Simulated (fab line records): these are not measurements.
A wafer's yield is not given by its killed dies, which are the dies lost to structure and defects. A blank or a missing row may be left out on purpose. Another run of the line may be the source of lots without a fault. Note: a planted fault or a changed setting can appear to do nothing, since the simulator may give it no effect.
Matching of chambers | flow n5Finfet | aldMetal-02 running N5_BEOL_M3_ALD_84: 4 sister chambers
The step deposits TaN, pulse time 2 s, purge time 3 s, co reactant purge time 2 s. 16 wafers are shown with their chamber, then 8 later ones without.

== EACH WAFER AND ITS CHAMBER ==
wafer  | chamber | heaterPowerW (W)
L076.1 | 2       | 350
L076.4 | 1       | 480
L076.5 | 2       | 368
L079.1 | 2       | 367
L079.2 | 0       | 465
L079.3 | 3       | 357
L081.1 | 1       | 464
L081.2 | 0       | 464
L081.5 | 0       | 463
L087.1 | 1       | 469
L087.4 | 0       | 459
L087.5 | 0       | 462
L090.3 | 0       | 454
L090.4 | 1       | 470
L090.6 | 1       | 458
L094.2 | 0       | 462

SIGNATURES (averages over the wafers above)
reading      | chamber 0 | chamber 1 | chamber 2 | chamber 3 | scatter within a chamber
heaterPowerW | 461.29    | 468.20    | 361.67    | 357.00    | 6.79
Rule: a wafer lies at a distance from a chamber equal to the root of the sum of squares, over the readings, of (its reading less the chamber's mean, divided by the reading's scatter). If the next closest chamber is less than 2 further off than the closest, the wafer can't be placed; otherwise it belongs to the closest. The scatter: the root of (the sum of the squares of (reading less its chamber's mean) over the shown wafers, divided by (wafers less chambers)).

== WAFERS WITH NO CHAMBER GIVEN ==
wafer  | heaterPowerW (W)
L094.4 | 359
L094.5 | 349
L096.1 | 354
L096.4 | 451
L096.5 | 348
L097.1 | 360
L097.5 | 451
L097.6 | 366

== EACH ONE'S CHAMBER ==
wafer  | from the rows above     | in truth
L094.4 | can't be placed: 3 or 2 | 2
L094.5 | can't be placed: 3 or 2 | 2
L096.1 | can't be placed: 3 or 2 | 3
L096.4 | can't be placed: 0 or 1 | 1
L096.5 | can't be placed: 3 or 2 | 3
L097.1 | can't be placed: 2 or 3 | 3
L097.5 | can't be placed: 0 or 1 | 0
L097.6 | can't be placed: 2 or 3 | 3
0 of 8 placed correctly. Not placeable from these rows: 8 (in 8, the candidates include the true chamber). Placed wrongly: 0.
